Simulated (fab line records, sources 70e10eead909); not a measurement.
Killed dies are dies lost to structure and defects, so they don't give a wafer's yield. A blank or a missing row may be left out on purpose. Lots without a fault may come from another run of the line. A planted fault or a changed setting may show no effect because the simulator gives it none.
A struck lot beside a sound one | flow nand_harc | 19 steps out of a route of 1159
Sound: wafers L633.1, L633.2, L633.5. Struck: wafers L643.1, L643.2, L643.5. The cause comes at the end.
At each step with rows: each side's tool, then ch and its chambers, then its first start. Under that, the readings that differ: sound wafers | struck wafers | difference of the means | sigmas: that difference in standard deviations of wafers without a fault.
alike: readings whose means differ by less than 2 such deviations, and words and numbers that are the same on both sides. not compared: withheld readings, readings that some wafer has no value for, bounds like >300 that may hide the same value, and numbers for which the record gives no deviation and whose values overlap.
The two part at a step that has a row with sigmas, a row that says differs or no value, or rows on one side only. Numbers that don't overlap but have no deviation are shown without sigmas and don't part them. A reading that every wafer of one side lacks parts them only if that side has two wafers or more.

first, 1 step without rows for these wafers: NHARC_P_GATE_DEVELOP_90 (time 70 s).
NHARC_P_GATE_CD_MEAS_91: target cd 2000 nm.
  sound on cd_sem-03 ch 0, day 5 08:59; struck on cd_sem-01 ch 0, day 7 13:52
  reading    | sound                | struck               | difference | sigmas
  cd_nm (nm) | 2001.9 2005.0 2002.3 | 1996.3 1999.0 1997.9 | -5.3       | -2
then, 1 step without rows for these wafers: NHARC_P_GATE_HARDBAKE_92 (time 80 s).
NHARC_P_GATE_DESCUM_93: chemistry O2, time 3 s.
  sound on rie_diel-11 ch 2,3, day 5 09:08; struck on rie_diel-09 ch 0,2,3, day 7 14:03
  alike: drypump_motor_current_A, mfc_ar_sccm, oes_product_au, rf_vpp_V, showerhead_plenum_p_Torr, throttle_valve_pct
  not compared: rf_hours_counter_h
then, 1 step without rows for these wafers: NHARC_P_GATE_IMPLANT_94.
NHARC_P_GATE_STRIP_113: strips in N2/H2, time 740 s.
  sound on plasma_asher-02 ch 0,1, day 5 09:32; struck on plasma_asher-01 ch 0,1, day 7 14:34
  alike: drypump_motor_current_A, heater_power_w, temp_c
  not compared: rf_hours_counter_h
NHARC_P_GATE_STRIP_95: strips in O2.
  sound on plasma_asher-02 ch 0,1, day 5 10:15; struck on plasma_asher-01 ch 0,1, day 7 15:17
  alike: drypump_motor_current_A, heater_power_w, temp_c
  not compared: rf_hours_counter_h
then, 5 steps without rows for these wafers: NHARC_P_GATE_STRIP_96 (strips in SPM, time 900 s); NHARC_P_GATE_RTA_64 (time 1 s); NHARC_P_GATE_ETCH_77 (etches SiO2 in dHF, target depth 6 nm); NHARC_P_GATE_DEGAS_109 (time 60 s); NHARC_P_GATE_PRE_CLEAN_110 (time 30 s).
NHARC_P_GATE_SPUTTER_78: material Ni, target thk 10 nm.
  sound on pvd_sputter-01, day 5 11:17; struck on pvd_sputter-03, day 7 16:25
then, 1 step without rows for these wafers: NHARC_P_GATE_SPUTTER_79 (material TiN, target thk 10 nm).
NHARC_P_GATE_RTA_80: time 30 s.
  sound on rtp_anneal-01 ch 0, day 5 11:28; struck on rtp_anneal-02 ch 0, day 7 16:37
  alike: lamp_power_pct, lamp_zone_1_pct, wafer_temp_C_max
then, 1 step without rows for these wafers: NHARC_P_GATE_STRIP_67 (strips in SPM, time 600 s).
NHARC_P_GATE_RTA_82: time 30 s.
  sound on rtp_anneal-01 ch 0, day 5 11:56; struck on rtp_anneal-02 ch 0, day 7 17:04
  alike: lamp_power_pct, lamp_zone_1_pct, wafer_temp_C_max
NHARC_P_GATE_INSPECT_68:
  sound on defect_inspect-01, day 5 12:08; struck on defect_inspect-01, day 7 17:16
  reading          | sound       | struck      | difference | sigmas
  raw_defect_count | 361 469 251 | 121 116 180 | -221       | -3
-- the record jumps here: 14 days lie between the struck wafers' starts before and after (it left off in module P_GATE and takes up again in module END, whose first step shown is number 1159 of the route) --
NHARC_END_SORT_01:
  sound on prober-02 ch 0, day 19 17:29; struck on prober-02 ch 0, day 21 23:14
  reading             | sound    | struck                                                               | difference                   | sigmas
  hold                | - - -    | await_dispo/3.2h/scrap await_dispo/3.2h/scrap await_dispo/3.2h/scrap | no value on the sound wafers |
  killed_at_periphery | 3 2 6    | 605 621 615                                                          | +610                         | +99 or more
  killed_dies         | 26 24 20 | 648 651 646                                                          | +625                         | +62
  alike: killed_at_array, killed_at_other, killed_open, killed_short

WHERE THEY PART
First at NHARC_P_GATE_CD_MEAS_91; last, within this record, at NHARC_END_SORT_01.

WHY: what the simulator had put in
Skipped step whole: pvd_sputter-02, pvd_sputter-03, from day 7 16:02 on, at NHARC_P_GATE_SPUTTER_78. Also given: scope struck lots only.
